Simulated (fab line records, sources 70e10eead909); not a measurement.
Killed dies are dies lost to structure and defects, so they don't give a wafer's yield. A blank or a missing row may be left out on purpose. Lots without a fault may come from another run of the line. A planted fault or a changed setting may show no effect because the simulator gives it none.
One fault seen from 3 desks | flow nand_harc | each desk has only its own numbers; what lay behind them comes last

THE METROLOGY DESK
What the gauges read, lot by lot, whatever tool the lot ran on: means of the sampled wafers that have a number. A lot is out of limits, marked OUT, if its mean lies more than 4 standard deviations from the usual mean; the brackets give that distance. Of its 8 readings 7 are shown: those that lie furthest out on some lot.
Columns: A = thk_nm at NHARC_A_ONON_D1_THK_MEAS_21, usual 1000 nm; B = thk_nm at NHARC_A_ONON_D1_THK_MEAS_24, usual 1003 nm; C = thk_nm at NHARC_A_ONON_D1_THK_MEAS_27, usual 1001 nm; D = thk_nm at NHARC_A_ONON_D1_THK_MEAS_30, usual 1000 nm; E = cd_nm at NHARC_A_CHANNEL_HOLE_D1_CD_MEAS_10, usual 99.9 nm; F = overlay_x_nm at NHARC_A_CHANNEL_HOLE_D1_OVL_MEAS_11, usual 0.0 nm; G = overlay_y_nm at NHARC_A_CHANNEL_HOLE_D1_OVL_MEAS_11, usual -0.3 nm
lot  | first seen here | A    | B    | C    | D    | E     | F    | G
L960 | day 11 14:40    | 1002 | 1011 | 1012 | 1003 | 100.3 | 0.1  | -0.1
L961 | day 12 06:10    | 1015 | 1015 | 994  | 998  | 99.9  | 1.3  | -0.3
L970 | day 15 20:57    | 994  | 991  | 987  | 997  | 100.2 | -1.0 | -0.7
L971 | day 15 20:59    | 1002 | 1006 | 1008 | 1002 | 99.7  | -0.1 | -1.9
L973 | day 17 10:32    | 989  | 1010 | 1002 | 987  | 99.9  | -0.4 | -0.8
L974 | day 17 10:33    | 990  | 991  | 994  | 977  | 99.9  | -0.1 | -0.4
This desk's finding: nothing out of limits on any of the 6 lots.

THE TOOL OWNER'S DESK: acl_dep-01
The tool's own readings at NHARC_A_CHANNEL_HOLE_D1_DEP_00 (deposits aC, target thk 3100 nm): means of the sampled wafers that have a number, for each lot that ran on this tool. A lot is out of limits, marked OUT, if its mean lies more than 4 standard deviations from the usual mean; the brackets give that distance.
Columns: A = throttle_valve_pct at NHARC_A_CHANNEL_HOLE_D1_DEP_00, usual 34.999 %
lot  | first seen here | A
L960 | day 11 18:00    | 34.987
L961 | day 12 09:47    | 34.992
L970 | day 15 23:14    | 35.003
L971 | day 16 02:04    | 34.998
This desk's finding: nothing out of limits on any of the 4 lots.

THE DEFECT DESK
What the inspections along the route counted, lot by lot: means of the sampled wafers that have a number. A lot is out of limits, marked OUT, if its mean lies more than 4 standard deviations from the usual mean; the brackets give that distance.
Columns: A = raw_defect_count at NHARC_A_ONON_D1_INSPECT_32, usual 73; B = raw_defect_count at NHARC_A_CHANNEL_HOLE_D1_INSPECT_12, usual 6
lot  | first seen here | A   | B
L960 | day 11 16:56    | 74  | 15
L961 | day 12 08:25    | 100 | 18
L970 | day 15 23:10    | 87  | 7
L971 | day 15 23:13    | 74  | 9
L973 | day 17 12:47    | 68  | 6
L974 | day 17 12:48    | 63  | 4
This desk's finding: nothing out of limits on any of the 6 lots.

PUT TOGETHER
The metrology desk saw nothing out of limits.
The tool owner's desk saw nothing out of limits.
The defect desk saw nothing out of limits.

WHAT THE SIMULATOR HAD PUT IN
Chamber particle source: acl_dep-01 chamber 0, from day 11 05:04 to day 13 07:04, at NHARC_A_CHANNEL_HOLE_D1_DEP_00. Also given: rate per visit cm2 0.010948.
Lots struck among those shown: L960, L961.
